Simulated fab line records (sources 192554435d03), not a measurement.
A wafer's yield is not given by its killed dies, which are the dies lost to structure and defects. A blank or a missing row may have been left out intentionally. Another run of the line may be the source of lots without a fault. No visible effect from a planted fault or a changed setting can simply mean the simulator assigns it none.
Chamber matching + flow n5_finfet + 3 sister chambers for N5_BEOL_M4_PECVD_72 on pecvd-01
The step deposits SiO2 from TEOS/O2, target thk 16 nm, time 18 s. 14 wafers are shown with their chamber, then 7 later ones without.

== WAFERS WITH THEIR CHAMBER ==
| wafer  | chamber | throttle_valve_pct (%) | heater_power_w (W) | heater_power_outer_w (W) |
|--------|---------|------------------------|--------------------|--------------------------|
| L074.3 | 2       | 22.1                   | 686                | 401                      |
| L074.5 | 0       | 27.4                   | 1036               | 623                      |
| L074.6 | 1       | 21.6                   | 818                | 528                      |
| L078.3 | 2       | 21.9                   | 739                | 434                      |
| L078.4 | 1       | 21.9                   | 834                | 519                      |
| L078.6 | 0       | 27.2                   | 1069               | 647                      |
| L080.2 | 2       | 21.9                   | 623                | 367                      |
| L080.5 | 2       | 22.0                   | 657                | 368                      |
| L080.6 | 1       | 21.7                   | 826                | 497                      |
| L084.2 | 1       | 21.6                   | 824                | 522                      |
| L084.3 | 2       | 22.3                   | 717                | 418                      |
| L084.5 | 2       | 22.2                   | 701                | 421                      |
| L088.1 | 1       | 21.8                   | 698                | 419                      |
| L088.5 | 0       | 27.2                   | 996                | 585                      |

SIGNATURES, as means of the wafers listed above
| reading              | chamber 0 | chamber 1 | chamber 2 | scatter within a chamber |
|----------------------|-----------|-----------|-----------|--------------------------|
| throttle_valve_pct   | 27.267    | 21.720    | 22.067    | 0.144                    |
| heater_power_w       | 1033.67   | 800.00    | 687.17    | 47.3                     |
| heater_power_outer_w | 618.33    | 497.00    | 401.50    | 35.8                     |
Rule: distance of a wafer from a chamber = root of the sum over the readings of ((wafer's reading minus chamber's mean) / reading's scatter) squared. If the next closest chamber is less than 2 further off than the closest, the wafer can't be placed; otherwise it belongs to the closest. The scatter: take each reading less its chamber's mean, square it, sum over the shown wafers, divide by the number of wafers less the number of chambers, and take the root.

== WAFERS WITHOUT THEIR CHAMBER ==
| wafer  | throttle_valve_pct (%) | heater_power_w (W) | heater_power_outer_w (W) |
|--------|------------------------|--------------------|--------------------------|
| L088.6 | 22.1                   | 666                | 431                      |
| L090.1 | 22.3                   | 720                | 442                      |
| L090.3 | 26.9                   | 1006               | 587                      |
| L090.4 | 26.8                   | 963                | 592                      |
| L092.1 | 22.5                   | 607                | 356                      |
| L092.4 | 27.1                   | 982                | 585                      |
| L092.6 | 22.3                   | 627                | 350                      |

== THE CHAMBER EACH PASSED THROUGH ==
| wafer  | from the rows above | in truth                   |
|--------|---------------------|----------------------------|
| L088.6 | 2                   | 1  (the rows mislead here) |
| L090.1 | 2                   | 2                          |
| L090.3 | 0                   | 0                          |
| L090.4 | 0                   | 0                          |
| L092.1 | 2                   | 2                          |
| L092.4 | 0                   | 0                          |
| L092.6 | 2                   | 2                          |
Correct placement for 6 of the 7. From these rows, 0 cannot be placed. Wrongly placed: 1.
